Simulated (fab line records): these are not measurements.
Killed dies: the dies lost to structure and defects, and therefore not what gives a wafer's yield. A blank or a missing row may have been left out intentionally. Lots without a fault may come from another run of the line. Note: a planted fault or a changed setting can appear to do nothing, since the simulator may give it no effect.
Which of the tools did it?	flow nand_harc	Sampling: 24 lots, 72 wafers, 6 of 1302 route steps

## WHAT THE GAUGES SHOWED, per wafer
Not one reading of a measure or inspect step in the record can be checked against a usual standard deviation.

## EACH LOT AND THE TOOL THAT RAN IT (in order: tool; ch and the chambers of the sampled wafers; start)
lot	NHARC_A_STAIRCASE_TRIM_226	NHARC_A_STAIRCASE_ETCH_227	NHARC_A_STAIRCASE_ETCH_230	NHARC_A_STAIRCASE_DESCUM_252	NHARC_A_STAIRCASE_HM_DEP_459	NHARC_A_STAIRCASE_ETCH_452
L074	rie_diel-09 ch 1,2, day 16 00:27 or earlier	rie_diel-09 ch 1,2,3, day 16 00:27 or earlier	rie_diel-09 ch 0,2,3, day 16 00:27 or earlier	rie_diel-09 ch 0,1, day 16 00:27	acl_dep-02 ch 0, day 16 09:12	rie_diel-12 ch 0,1,2, no start
L075	rie_diel-09 ch 0,3, day 16 19:49 or earlier	rie_diel-09 ch 1,2, day 16 19:49 or earlier	rie_diel-09 ch 0,1, day 16 19:49 or earlier	rie_diel-12 ch 1,2, day 16 19:49	acl_dep-02 ch 0, day 17 03:46	rie_diel-12 ch 0,1,2, no start
L077	rie_diel-09 ch 1,2,3, day 17 03:13 or earlier	rie_diel-09 ch 0,2, day 17 03:13 or earlier	rie_diel-09 ch 1,3, day 17 03:13 or earlier	rie_diel-09 ch 1,3, day 17 03:13	acl_dep-02 ch 0, day 17 12:09	rie_diel-09 ch 0,1, no start
L076	rie_diel-02 ch 1,3, day 17 03:29 or earlier	rie_diel-02 ch 0,2,3, day 17 03:29 or earlier	rie_diel-09 ch 0,1,3, day 17 03:29 or earlier	rie_diel-12 ch 0,1,2, day 17 03:29	acl_dep-03 ch 0, day 17 13:30	rie_diel-12 ch 1,2, no start
L078	rie_diel-02 ch 2,3, day 18 04:44 or earlier	rie_diel-02 ch 0,1,2, day 18 04:44 or earlier	rie_diel-02 ch 2,3, day 18 04:44 or earlier	rie_diel-09 ch 0,2,3, day 18 04:44	acl_dep-01 ch 0, day 18 12:53	rie_diel-09 ch 2,3, no start
L079	rie_diel-02 ch 1,2, day 18 08:17 or earlier	rie_diel-02 ch 0,1,3, day 18 08:17 or earlier	rie_diel-02 ch 0,2, day 18 08:17 or earlier	rie_diel-02 ch 0,1,2, day 18 08:17	acl_dep-02 ch 0, day 18 18:25	rie_diel-09 ch 0,1,3, no start
L081	rie_diel-09 ch 0,1,2, day 18 23:49 or earlier	rie_diel-09 ch 1,2, day 18 23:49 or earlier	rie_diel-12 ch 1,3, day 18 23:49 or earlier	rie_diel-09 ch 0,2,3, day 18 23:49	acl_dep-03 ch 0, day 19 12:52	rie_diel-02 ch 2,3, no start
L080	rie_diel-09 ch 0,1, day 19 00:14 or earlier	rie_diel-09 ch 0,2,3, day 19 00:14 or earlier	rie_diel-02 ch 2,3, day 19 00:14 or earlier	rie_diel-12 ch 2,3, day 19 00:14	acl_dep-02 ch 0, day 19 13:31	rie_diel-09 ch 1,3, no start
L082	rie_diel-09 ch 0,2,3, day 20 02:07 or earlier	rie_diel-09 ch 0,2,3, day 20 02:07 or earlier	rie_diel-09 ch 0,1, day 20 02:07 or earlier	rie_diel-09 ch 1,3, day 20 02:07	acl_dep-03 ch 0, day 20 09:56	rie_diel-09 ch 0,2,3, no start
L083	rie_diel-12 ch 1,2,3, day 20 10:53 or earlier	rie_diel-12 ch 0,1,2, day 20 10:53 or earlier	rie_diel-09 ch 0,3, day 20 10:53 or earlier	rie_diel-02 ch 2,3, day 20 10:53	acl_dep-02 ch 0, day 20 19:25	rie_diel-02 ch 0,1,3, no start
L084	rie_diel-09 ch 0,2,3, day 20 11:10 or earlier	rie_diel-09 ch 1,2,3, day 20 11:10 or earlier	rie_diel-12 ch 1,2,3, day 20 11:10 or earlier	rie_diel-09 ch 1,2,3, day 20 11:10	acl_dep-03 ch 0, day 20 20:07	rie_diel-02 ch 0,1,3, no start
L086	rie_diel-12 ch 0,1,3, day 21 02:57 or earlier	rie_diel-12 ch 0,1,3, day 21 02:57 or earlier	rie_diel-02 ch 2,3, day 21 02:57 or earlier	rie_diel-09 ch 0,3, day 21 02:57	acl_dep-01 ch 0, day 21 16:13	rie_diel-02 ch 0,1, no start
L085	rie_diel-12 ch 1,3, day 21 06:21 or earlier	rie_diel-12 ch 0,3, day 21 06:21 or earlier	rie_diel-12 ch 0,1,3, day 21 06:21 or earlier	rie_diel-12 ch 1,2,3, day 21 06:21	acl_dep-02 ch 0, day 21 19:38	rie_diel-12 ch 0,1,2, no start
L088	rie_diel-02 ch 1,2,3, day 22 04:19 or earlier	rie_diel-02 ch 0,1,3, day 22 04:19 or earlier	rie_diel-02 ch 2,3, day 22 04:19 or earlier	rie_diel-09 ch 1,3, day 22 04:19	acl_dep-02 ch 0, day 22 14:44	rie_diel-02 ch 1,2,3, no start
L087	rie_diel-09 ch 1,2,3, day 22 08:35 or earlier	rie_diel-09 ch 1,2,3, day 22 08:35 or earlier	rie_diel-12 ch 1,2, day 22 08:35 or earlier	rie_diel-02 ch 0,3, day 22 08:35	acl_dep-01 ch 0, day 22 16:18	rie_diel-02 ch 2,3, no start
L089	rie_diel-12 ch 0,1,2, day 22 13:12 or earlier	rie_diel-12 ch 0,2, day 22 13:12 or earlier	rie_diel-12 ch 0,2, day 22 13:12 or earlier	rie_diel-02 ch 0,2,3, day 22 13:12	acl_dep-01 ch 0, day 22 20:38	rie_diel-02 ch 0,1,3, no start
L090	rie_diel-12 ch 0,1, day 22 21:43 or earlier	rie_diel-12 ch 0,3, day 22 21:43 or earlier	rie_diel-12 ch 1,2,3, day 22 21:43 or earlier	rie_diel-02 ch 1,2,3, day 22 21:43	acl_dep-02 ch 0, day 23 06:22	rie_diel-12 ch 0,1,2, no start
L091	rie_diel-12 ch 1,2, day 23 10:59 or earlier	rie_diel-12 ch 0,1, day 23 10:59 or earlier	rie_diel-09 ch 0,2, day 23 10:59 or earlier	rie_diel-09 ch 0,1, day 23 10:59	acl_dep-03 ch 0, day 23 18:09	rie_diel-09 ch 1,2, no start
L093	rie_diel-12 ch 0,1,3, day 23 18:27 or earlier	rie_diel-12 ch 0,1, day 23 18:27 or earlier	rie_diel-12 ch 0,1,3, day 23 18:27 or earlier	rie_diel-02 ch 1,2,3, day 23 18:27	acl_dep-02 ch 0, day 24 03:11	rie_diel-02 ch 1,2,3, no start
L092	rie_diel-02 ch 1,2,3, day 23 19:05 or earlier	rie_diel-02 ch 1,2,3, day 23 19:05 or earlier	rie_diel-12 ch 0,1,3, day 23 19:05 or earlier	rie_diel-09 ch 0,1,2, day 23 19:05	acl_dep-03 ch 0, day 24 03:34	rie_diel-12 ch 0,1,2, no start
L094	rie_diel-02 ch 1,2, day 24 13:05 or earlier	rie_diel-02 ch 0,1,3, day 24 13:05 or earlier	rie_diel-12 ch 0,2, day 24 13:05 or earlier	rie_diel-12 ch 1,2,3, day 24 13:05	acl_dep-02 ch 0, day 24 23:41	rie_diel-12 ch 2,3, no start
L095	rie_diel-12 ch 0,2, day 25 07:33 or earlier	rie_diel-12 ch 0,2, day 25 07:33 or earlier	rie_diel-09 ch 1,3, day 25 07:33 or earlier	rie_diel-02 ch 1,2,3, day 25 07:33	acl_dep-01 ch 0, day 25 18:07	rie_diel-12 ch 0,3, no start
L096	rie_diel-02 ch 1,2,3, day 25 16:28 or earlier	rie_diel-02 ch 0,1,2, day 25 16:28 or earlier	rie_diel-09 ch 0,1,3, day 25 16:28 or earlier	rie_diel-02 ch 0,2,3, day 25 16:28	acl_dep-01 ch 0, day 26 02:39	rie_diel-09 ch 0,2,3, no start
L097	rie_diel-12 ch 2,3, day 25 17:17 or earlier	rie_diel-12 ch 2,3, day 25 17:17 or earlier	rie_diel-02 ch 1,2, day 25 17:17 or earlier	rie_diel-09 ch 2,3, day 25 17:17	acl_dep-02 ch 0, day 26 06:08	rie_diel-02 ch 0,1,2, no start
- NHARC_A_STAIRCASE_TRIM_226: chemistry O2, time 211.2 s.
- NHARC_A_STAIRCASE_ETCH_227: etches the open film in C4F8/O2, target depth 100 nm, time 40.5 s.
- NHARC_A_STAIRCASE_ETCH_230: etches the open film in C4F8/O2, target depth 100 nm, time 40.5 s.
- NHARC_A_STAIRCASE_DESCUM_252: chemistry O2, time 3 s.
- NHARC_A_STAIRCASE_HM_DEP_459: deposits aC, target thk 1500 nm.
- NHARC_A_STAIRCASE_ETCH_452: etches the open film in CF4/O2, target depth 30 nm, overetch 3 nm, time 16.5 s.

## AS READ BY THE TOOLS THEMSELVES (means over the sampled wafers that have a number; for cases with no such wafer, the mark the record gives instead)
NHARC_A_STAIRCASE_TRIM_226. Usual: drypump_motor_current_A 5.85 A, standard deviation 0.27; oes_product_au 1.002 a.u., standard deviation 0.011; rf_vpp_V 57.9 V, standard deviation 0.89; showerhead_plenum_p_Torr 3.58 Torr, standard deviation 0.13; throttle_valve_pct 17.037 %, standard deviation 0.0095.
lot	tool	drypump_motor_current_A (A)	oes_product_au (a.u.)	rf_vpp_V (V)	showerhead_plenum_p_Torr (Torr)	throttle_valve_pct (%)	flag
L074	rie_diel-09	6.25	0.996	58.7	3.52	17.038	
L075	rie_diel-09	5.89	1.015	58.0	3.73	17.042	
L077	rie_diel-09	6.06	1.008	58.4	3.58	17.036	
L076	rie_diel-02	5.40	1.007	57.5	3.56	17.031	
L078	rie_diel-02	5.61	0.992	57.6	3.51	17.032	
L079	rie_diel-02	5.74	0.998	57.7	3.42	17.040	
L081	rie_diel-09	6.11	0.996	58.2	3.54	17.038	
L080	rie_diel-09	5.97	1.008	57.9	3.57	17.039	
L082	rie_diel-09	6.09	1.004	57.9	3.64	17.039	
L083	rie_diel-12	5.81	0.997	59.0	3.66	17.042	
L084	rie_diel-09	6.09	1.010	57.8	3.64	17.034	
L086	rie_diel-12	5.83	0.996	58.2	3.64	17.031	
L085	rie_diel-12	5.90	0.989	57.9	3.64	17.031	
L088	rie_diel-02	5.55	1.004	56.9	3.47	17.049	
L087	rie_diel-09	6.09	1.007	59.0	3.56	17.036	
L089	rie_diel-12	5.75	0.998	57.7	3.57	17.034	
L090	rie_diel-12	5.75	1.003	58.1	3.54	17.041	
L091	rie_diel-12	5.80	1.007	57.3	3.57	17.041	
L093	rie_diel-12	5.82	0.996	58.3	3.63	17.032	
L092	rie_diel-02	5.56	1.005	57.5	3.46	17.039	
L094	rie_diel-02	5.70	0.999	57.1	3.37	17.037	
L095	rie_diel-12	5.69	1.003	58.6	3.55	17.028	
L096	rie_diel-02	5.56	1.004	58.0	3.46	17.041	
L097	rie_diel-12	5.74	0.992	58.1	3.65	17.028	

NHARC_A_STAIRCASE_ETCH_227. Usual: oes_product_au 0.942 a.u., standard deviation 0.01; rf_vpp_V 898 V, standard deviation 4.8.
lot	tool	oes_product_au (a.u.)	rf_vpp_V (V)	flag
L074	rie_diel-09	0.935	898	
L075	rie_diel-09	0.948	894	
L077	rie_diel-09	0.946	899	
L076	rie_diel-02	0.947	899	
L078	rie_diel-02	0.950	895	
L079	rie_diel-02	0.944	898	
L081	rie_diel-09	0.941	894	
L080	rie_diel-09	0.940	900	
L082	rie_diel-09	0.938	900	
L083	rie_diel-12	0.941	897	
L084	rie_diel-09	0.946	897	
L086	rie_diel-12	0.929	899	
L085	rie_diel-12	0.934	903	
L088	rie_diel-02	0.946	898	
L087	rie_diel-09	0.946	898	
L089	rie_diel-12	0.934	898	
L090	rie_diel-12	0.945	903	
L091	rie_diel-12	0.932	897	
L093	rie_diel-12	0.954	897	
L092	rie_diel-02	0.945	894	
L094	rie_diel-02	0.952	898	
L095	rie_diel-12	0.953	898	
L096	rie_diel-02	0.940	894	
L097	rie_diel-12	0.936	901	

NHARC_A_STAIRCASE_ETCH_230. Usual: oes_product_au 0.951 a.u., standard deviation 0.017; rf_vpp_V 898 V, standard deviation 4.5.
lot	tool	oes_product_au (a.u.)	rf_vpp_V (V)	flag
L074	rie_diel-09	0.947	901	
L075	rie_diel-09	0.954	895	
L077	rie_diel-09	0.962	901	
L076	rie_diel-09	0.953	899	
L078	rie_diel-02	0.939	897	
L079	rie_diel-02	0.946	899	
L081	rie_diel-12	0.919	894	
L080	rie_diel-02	0.945	896	
L082	rie_diel-09	0.945	897	
L083	rie_diel-09	0.966	902	
L084	rie_diel-12	0.968	901	
L086	rie_diel-02	0.918	897	
L085	rie_diel-12	0.940	900	
L088	rie_diel-02	0.946	898	
L087	rie_diel-12	0.965	898	
L089	rie_diel-12	0.943	897	
L090	rie_diel-12	0.949	900	
L091	rie_diel-09	0.979	899	
L093	rie_diel-12	0.946	899	
L092	rie_diel-12	0.947	900	
L094	rie_diel-12	0.966	897	
L095	rie_diel-09	0.933	899	
L096	rie_diel-09	0.975	898	
L097	rie_diel-02	0.972	891	

NHARC_A_STAIRCASE_DESCUM_252. Usual: drypump_motor_current_A 5.85 A, standard deviation 0.29; oes_product_au 1.003 a.u., standard deviation 0.0097; rf_vpp_V 57.9 V, standard deviation 0.86; showerhead_plenum_p_Torr 1.94 Torr, standard deviation 0.079; throttle_valve_pct 11.312 %, standard deviation 0.008.
lot	tool	drypump_motor_current_A (A)	oes_product_au (a.u.)	rf_vpp_V (V)	showerhead_plenum_p_Torr (Torr)	throttle_valve_pct (%)	flag
L074	rie_diel-09	5.95	1.013	57.5	1.95	11.314	
L075	rie_diel-12	5.72	1.016	57.8	1.96	11.305	
L077	rie_diel-09	5.87	1.016	57.6	1.99	11.320	
L076	rie_diel-12	5.74	1.009	58.2	1.95	11.313	
L078	rie_diel-09	6.09	1.007	57.8	1.98	11.312	
L079	rie_diel-02	5.82	1.001	58.1	1.91	11.313	
L081	rie_diel-09	6.10	1.001	57.4	1.98	11.311	
L080	rie_diel-12	5.75	1.009	58.4	1.90	11.310	
L082	rie_diel-09	5.87	1.004	57.7	1.92	11.304	
L083	rie_diel-02	5.60	0.999	57.1	1.90	11.310	
L084	rie_diel-09	6.04	1.001	57.0	1.94	11.309	
L086	rie_diel-09	5.93	1.002	58.9	2.00	11.310	
L085	rie_diel-12	5.81	1.001	57.4	1.99	11.316	
L088	rie_diel-09	5.88	0.998	58.0	1.91	11.308	
L087	rie_diel-02	5.82	1.004	58.6	2.00	11.312	
L089	rie_diel-02	5.73	1.000	58.7	1.95	11.308	
L090	rie_diel-02	5.55	1.000	58.2	1.88	11.317	
L091	rie_diel-09	5.94	0.997	57.6	1.93	11.313	
L093	rie_diel-02	5.56	0.995	57.5	1.88	11.302	
L092	rie_diel-09	6.14	1.007	56.9	1.91	11.315	
L094	rie_diel-12	5.81	0.992	58.5	1.98	11.318	
L095	rie_diel-02	5.55	1.003	57.5	1.87	11.315	
L096	rie_diel-02	5.73	1.000	58.5	1.95	11.310	
L097	rie_diel-09	6.04	1.011	58.4	1.99	11.311	

NHARC_A_STAIRCASE_HM_DEP_459. Usual: throttle_valve_pct 35.000 %, standard deviation 0.0096.
lot	tool	throttle_valve_pct (%)	flag
L074	acl_dep-02	34.989	
L075	acl_dep-02	35.003	
L077	acl_dep-02	34.996	
L076	acl_dep-03	35.007	
L078	acl_dep-01	34.994	
L079	acl_dep-02	35.003	
L081	acl_dep-03	35.004	
L080	acl_dep-02	35.011	
L082	acl_dep-03	35.000	
L083	acl_dep-02	35.005	
L084	acl_dep-03	34.997	
L086	acl_dep-01	34.995	
L085	acl_dep-02	35.001	
L088	acl_dep-02	34.996	
L087	acl_dep-01	34.997	
L089	acl_dep-01	34.998	
L090	acl_dep-02	34.999	
L091	acl_dep-03	34.993	
L093	acl_dep-02	34.995	
L092	acl_dep-03	34.996	
L094	acl_dep-02	35.001	
L095	acl_dep-01	35.003	
L096	acl_dep-01	34.996	
L097	acl_dep-02	35.009	

NHARC_A_STAIRCASE_ETCH_452. Usual: drypump_motor_current_A 5.80 A, standard deviation 0.27; oes_product_au 1.001 a.u., standard deviation 0.011; rf_vpp_V 198.0 V, standard deviation 1.3; showerhead_plenum_p_Torr 1.35 Torr, standard deviation 0.053; throttle_valve_pct 13.397 %, standard deviation 0.0084.
lot	tool	drypump_motor_current_A (A)	oes_product_au (a.u.)	rf_vpp_V (V)	showerhead_plenum_p_Torr (Torr)	throttle_valve_pct (%)	flag
L074	rie_diel-12	5.74	1.013	198.8	1.36	13.389	
L075	rie_diel-12	5.72	1.006	198.1	1.36	13.400	
L077	rie_diel-09	5.91	1.005	197.5	1.33	13.395	
L076	rie_diel-12	5.72	1.016	197.8	1.36	13.388	
L078	rie_diel-09	6.24	1.004	197.6	1.37	13.400	
L079	rie_diel-09	5.91	1.013	198.7	1.37	13.391	
L081	rie_diel-02	5.59	0.992	197.9	1.33	13.393	
L080	rie_diel-09	5.87	1.018	197.3	1.34	13.402	
L082	rie_diel-09	6.08	1.003	198.6	1.38	13.403	
L083	rie_diel-02	5.65	1.005	198.3	1.35	13.412	
L084	rie_diel-02	5.67	1.000	198.3	1.35	13.389	
L086	rie_diel-02	5.81	1.002	198.1	1.31	13.403	
L085	rie_diel-12	5.75	0.996	197.5	1.35	13.391	
L088	rie_diel-02	5.55	0.990	196.8	1.31	13.389	
L087	rie_diel-02	5.43	1.004	198.0	1.35	13.395	
L089	rie_diel-02	5.69	1.000	197.7	1.35	13.401	
L090	rie_diel-12	5.73	0.999	198.2	1.35	13.393	
L091	rie_diel-09	6.05	0.996	197.2	1.30	13.396	
L093	rie_diel-02	5.55	0.992	197.2	1.31	13.397	
L092	rie_diel-12	5.75	0.998	198.2	1.35	13.398	
L094	rie_diel-12	5.72	1.001	199.3	1.39	13.392	
L095	rie_diel-12	5.81	0.986	199.6	1.40	13.397	
L096	rie_diel-09	6.07	1.007	198.7	1.37	13.399	
L097	rie_diel-02	5.85	1.005	197.4	1.32	13.398	

## THE ANSWER, worked out from the rows above alone
Rule: a lot is off if the mean of its wafers that have a number lies more than 3 standard deviations from the usual mean. A lot without any number at a reading at which 4 lots or more have one is off too. All remaining lots with rows at the step are treated as sound. First the gauges in route order, then the tools' own readings, where a lot's mean is used as printed above. The first step at which some lot is off is used, and at that step the reading that is off furthest; a lot without a number counts as furthest.
No lot is off on any of the readings shown, so nothing can be concluded from this.

## WHAT HAD BEEN PUT IN BY THE SIMULATOR
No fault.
